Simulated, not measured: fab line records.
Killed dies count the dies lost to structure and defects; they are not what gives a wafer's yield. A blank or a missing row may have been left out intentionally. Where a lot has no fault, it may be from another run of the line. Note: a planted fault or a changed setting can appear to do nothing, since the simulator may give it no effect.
Matching of chambers + flow n5Finfet + 4 sister chambers for N5_BEOL_M8_ETCH_62 on rieDiel-03
The step etches SOC in N2/H2, target depth 110 nm, overetch 22 nm, time 165 s. 8 wafers are shown with their chamber, then 9 later ones without.

== WAFERS, EACH WITH ITS CHAMBER ==
| wafer  | chamber | drypumpMotorCurrentA (A) | showerheadPlenumPTorr (Torr) |
|--------|---------|--------------------------|------------------------------|
| L075.3 | 1       | 6.3                      | 2.57                         |
| L082.4 | 3       | 5.4                      | 2.59                         |
| L084.2 | 2       | 5.3                      | 2.60                         |
| L087.3 | 1       | 6.3                      | 2.56                         |
| L087.5 | 3       | 5.5                      | 2.59                         |
| L091.1 | 0       | 5.8                      | 2.49                         |
| L091.2 | 2       | 5.3                      | 2.59                         |
| L091.6 | 0       | 5.8                      | 2.49                         |

== WAFERS WHOSE CHAMBER IS MISSING ==
| wafer  | drypumpMotorCurrentA (A) | showerheadPlenumPTorr (Torr) |
|--------|--------------------------|------------------------------|
| L092.1 | 5.8                      | 2.49                         |
| L092.4 | 5.5                      | 2.58                         |
| L092.6 | 5.4                      | 2.59                         |
| L095.4 | 5.4                      | 2.59                         |
| L095.5 | 5.8                      | 2.48                         |
| L095.6 | 6.3                      | 2.55                         |
| L097.1 | 5.8                      | 2.48                         |
| L097.4 | 5.3                      | 2.58                         |
| L097.5 | 5.8                      | 2.48                         |

== THE CHAMBER EACH PASSED THROUGH ==
| wafer  | from the rows above     | in truth |
|--------|-------------------------|----------|
| L092.1 | 0                       | 0        |
| L092.4 | 3                       | 3        |
| L092.6 | can't be placed: 3 or 2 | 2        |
| L095.4 | can't be placed: 3 or 2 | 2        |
| L095.5 | 0                       | 0        |
| L095.6 | 1                       | 1        |
| L097.1 | 0                       | 0        |
| L097.4 | can't be placed: 2 or 3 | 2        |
| L097.5 | 0                       | 0        |
Correctly placed: 6 of 9. Not placeable from these rows: 3 (in 3, the candidates include the true chamber). Wrongly placed: 0.
How it was worked out, from the rows above alone: a wafer's distance from a chamber is the root of the sum, over the readings, of the square of ((its reading less the chamber's mean) divided by the reading's scatter). If the next closest chamber is less than 2 further off than the closest, the wafer can't be placed; otherwise it belongs to the closest. For every chamber, the mean is computed from those of its wafers that are shown. The scatter: the root of (the sum of the squares of (reading less its chamber's mean) over the shown wafers, divided by (wafers less chambers)).
